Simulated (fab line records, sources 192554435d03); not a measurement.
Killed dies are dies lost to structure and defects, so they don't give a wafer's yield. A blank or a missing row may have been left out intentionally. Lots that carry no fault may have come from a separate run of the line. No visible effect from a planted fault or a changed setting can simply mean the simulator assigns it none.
One fault through the eyes of 2 desks -- flow n5 finfet -- numbers are kept per desk, each desk with only its own; the story behind them comes last

== AT THE METROLOGY DESK ==
Means of the sampled wafers that have a number, per lot and without regard to the tool the lot ran on: this is what the gauges read. Any lot whose mean is over 4 standard deviations away from the usual mean is out of limits and marked OUT; that distance is given in the brackets.
Columns: A = cd nm at N5_BEOL_M10_CD_MEAS_11, usual 64.1 nm
lot,first seen here,A
L905,day 16 00:44,64.0
L901,day 17 14:52,63.9
L906,day 17 15:08,64.4
L911,day 18 04:57,63.9
L908,day 19 16:19,63.4
L910,day 19 16:29,64.1
L909,day 19 21:08,63.7
L914,day 20 00:17,63.7
L913,day 20 00:50,63.6
L915,day 20 08:27,63.8
L916,day 20 11:53,64.4
L920,day 21 07:57,64.2
Finding of this desk: none of the 12 lots has anything out of limits.

== AT THE TOOL OWNER'S DESK: rie diel-06 ==
The tool's own readings at N5_BEOL_M10_ETCH_61 (etches SiARC in CF4, target depth 39 nm, time 65 s): means of the sampled wafers that have a number, for each lot that ran on this tool. Any lot whose mean is over 4 standard deviations away from the usual mean is out of limits and marked OUT; that distance is given in the brackets.
Columns: A = drypump motor current A at N5_BEOL_M10_ETCH_61, usual 5.7 A; B = etch rf on time s at N5_BEOL_M10_ETCH_61, usual 65.1 s; C = oes product au at N5_BEOL_M10_ETCH_61, usual 0.69 a.u.; D = rf vpp V at N5_BEOL_M10_ETCH_61, usual 184.2 V; E = showerhead plenum p Torr at N5_BEOL_M10_ETCH_61, usual 2.15 Torr; F = throttle valve pct at N5_BEOL_M10_ETCH_61, usual 15.61 %
lot,first seen here,A,B,C,D,E,F
L905,day 16 00:52,5.7,65.5,0.65,181.4,2.04,15.73
L910,day 19 16:37,5.7,65.0,0.66,183.5,2.07,15.68
L909,day 19 21:15,5.7,64.9,0.70,183.6,2.11,15.59
L913,day 20 01:40,5.5,64.6,0.73,183.4,2.12,15.59
L915,day 20 08:34,5.5,55.9 (-4.6) OUT,0.72,183.6,2.06,15.71
L916,day 20 12:01,5.1,55.8 (-4.7) OUT,0.81,184.2,2.13,15.55
L920,day 21 08:10,5.0,55.3 (-4.9) OUT,0.80,183.4,2.13,15.57
This desk's finding: out of limits on L915, L916, L920; first on L915, day 20 08:34 (etch rf on time s at N5_BEOL_M10_ETCH_61). In limits: L905, L910, L909, L913.

== TAKEN TOGETHER ==
The tool owner's desk could have raised an alarm at day 20 08:34, on L915, L916, L920.
From the metrology desk's view, nothing was out of limits.
The metrology desk has L915, L916, L920 on record, within its limits.
The lots listed all ran N5_BEOL_M10_ETCH_61 on rie diel-06.

== WHAT THE SIMULATOR HAD INSERTED ==
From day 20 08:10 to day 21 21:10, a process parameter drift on rie diel-06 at N5_BEOL_M10_ETCH_61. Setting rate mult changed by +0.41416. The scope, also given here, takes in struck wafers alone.
Shown lots that were struck: L915, L916, L920.
How many hours passed from the start of the fault until each desk's first out-of-limits reading: the tool owner's desk, 0.
